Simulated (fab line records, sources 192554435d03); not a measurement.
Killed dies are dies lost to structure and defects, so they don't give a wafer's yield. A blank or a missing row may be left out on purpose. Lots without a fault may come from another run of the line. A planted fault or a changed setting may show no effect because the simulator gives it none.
Which tool did it? | flow n5_finfet | 24 lots, 72 wafers sampled, at 2 steps of a route of 1938

WHAT THE GAUGES READ, wafer by wafer
N5_GATE_CUT_INSPECT_15: inspects for defects (brightfield).
lot  | measured     | on                | raw_defect_count
L074 | day 4 09:56  | defect_inspect-02 | 143 203 241
L075 | day 4 17:10  | defect_inspect-01 | 108 175 125
L076 | day 4 23:53  | defect_inspect-01 | 168 182 187
L077 | day 5 06:10  | defect_inspect-01 | 147 139 206
L078 | day 5 13:29  | defect_inspect-01 | 162 184 125
L079 | day 5 23:17  | defect_inspect-02 | 101 101 113
L080 | day 6 00:46  | defect_inspect-02 | 190 136 91
L081 | day 6 07:11  | defect_inspect-02 | 115 162 110
L082 | day 6 11:04  | defect_inspect-02 | 200 186 107
L083 | day 6 15:33  | defect_inspect-01 | 108 134 86
L084 | day 6 23:20  | defect_inspect-02 | 103 122 96
L085 | day 7 11:48  | defect_inspect-01 | 179 148 128
L086 | day 7 14:56  | defect_inspect-02 | 139 195 176
L087 | day 7 18:13  | defect_inspect-01 | 82 117 88
L088 | day 8 04:28  | defect_inspect-01 | 98 169 104
L089 | day 8 07:52  | defect_inspect-01 | 154 122 200
L090 | day 8 10:35  | defect_inspect-01 | 112 81 113
L091 | day 8 20:17  | defect_inspect-01 | 130 85 121
L092 | day 9 03:25  | defect_inspect-02 | 127 129 186
L093 | day 9 07:12  | defect_inspect-01 | 292 194 157
L094 | day 9 14:55  | defect_inspect-01 | 104 166 87
L095 | day 9 19:32  | defect_inspect-01 | 142 170 167
L096 | day 10 00:25 | defect_inspect-02 | 144 149 146
L097 | day 10 07:30 | defect_inspect-01 | 154 148 136

WHICH TOOL RAN EACH LOT (tool, then ch and the chambers of the sampled wafers, then the start)
lot  | N5_GATE_CUT_PECVD_57
L074 | pecvd-03 ch 0,1,2, day 4 08:58
L075 | pecvd-04 ch 0,1,2, day 4 16:20
L076 | pecvd-03 ch 1,2, day 4 22:56
L077 | pecvd-02 ch 0,1,2, day 5 05:13
L078 | pecvd-04 ch 0,1, day 5 12:39
L079 | pecvd-04 ch 0,1, day 5 22:11
L080 | pecvd-04 ch 1,2, day 5 23:56
L081 | pecvd-04 ch 0,1,2, day 6 06:14
L082 | pecvd-04 ch 0,1, day 6 10:07
L083 | pecvd-03 ch 0,1, day 6 14:41
L084 | pecvd-02 ch 1,2, day 6 22:23
L085 | pecvd-02 ch 0,1,2, day 7 10:51
L086 | pecvd-04 ch 0,1,2, day 7 14:07
L087 | pecvd-03 ch 0,1,2, day 7 17:16
L088 | pecvd-02 ch 0,1,2, day 8 03:30
L089 | pecvd-04 ch 1,2, day 8 07:02
L090 | pecvd-03 ch 0,2, day 8 09:46
L091 | pecvd-02 ch 0,1,2, day 8 19:18
L092 | pecvd-04 ch 0,1, day 9 02:28
L093 | pecvd-02 ch 0,1, day 9 06:22
L094 | pecvd-03 ch 0,1, day 9 14:04
L095 | pecvd-04 ch 0,2, day 9 18:42
L096 | pecvd-02 ch 0,1,2, day 9 23:27
L097 | pecvd-03 ch 0,1, day 10 06:30
- N5_GATE_CUT_PECVD_57: deposits SiNx from SiH4/NH3/N2, target thk 21 nm.

WHAT THE TOOLS THEMSELVES READ (means of the sampled wafers that have a number; where no wafer has one, the mark that the record gives instead)
N5_GATE_CUT_PECVD_57.
lot  | tool     | heater_power_w (W) | showerhead_plenum_p_Torr (Torr) | throttle_valve_pct (%)
L074 | pecvd-03 | 842                | 5.14                            | 39.7
L075 | pecvd-04 | 774                | 5.19                            | 39.7
L076 | pecvd-03 | 839                | 5.08                            | 39.2
L077 | pecvd-02 | 837                | 5.18                            | 40.2
L078 | pecvd-04 | 789                | 5.20                            | 40.7
L079 | pecvd-04 | 799                | 5.19                            | 40.3
L080 | pecvd-04 | 829                | 5.18                            | 38.6
L081 | pecvd-04 | 802                | 5.19                            | 39.8
L082 | pecvd-04 | 823                | 5.19                            | 40.7
L083 | pecvd-03 | 767                | 5.21                            | 40.4
L084 | pecvd-02 | 754                | 5.19                            | 39.0
L085 | pecvd-02 | 846                | 5.17                            | 40.2
L086 | pecvd-04 | 789                | 5.19                            | 39.8
L087 | pecvd-03 | 872                | 5.14                            | 39.5
L088 | pecvd-02 | 808                | 5.18                            | 40.4
L089 | pecvd-04 | 883                | 5.18                            | 39.4
L090 | pecvd-03 | 912                | 5.13                            | 39.5
L091 | pecvd-02 | 873                | 5.17                            | 40.3
L092 | pecvd-04 | 756                | 5.20                            | 41.2
L093 | pecvd-02 | 846                | 5.18                            | 39.2
L094 | pecvd-03 | 778                | 5.20                            | 40.2
L095 | pecvd-04 | 762                | 5.20                            | 40.7
L096 | pecvd-02 | 834                | 5.17                            | 40.3
L097 | pecvd-03 | 807                | 5.19                            | 40.2

THE ANSWER, worked out from the rows above alone
Rule: what is usual is taken from the lots themselves. Put in order of their means at a reading, lots are off if they are a third of the lots or fewer, leave a main group of 4 or more, and stand apart from it by a gap of 3 or more times the standard deviation of the main group's means; of several such gaps the widest counts. A main group whose means are all the same, to the digits that the tables above print for the reading, isn't used. A lot without any number at a reading at which 4 lots or more have one is off too. The other lots that the step has rows for count as sound. The gauges are gone through in route order, then the tools' own readings, and for those a lot's mean is taken as printed above. The first step at which some lot is off is used, and at that step the reading that is off furthest; a lot without a number counts as furthest.
No lot is off at any reading shown: from this, nothing can be told.

WHAT THE SIMULATOR HAD PUT IN
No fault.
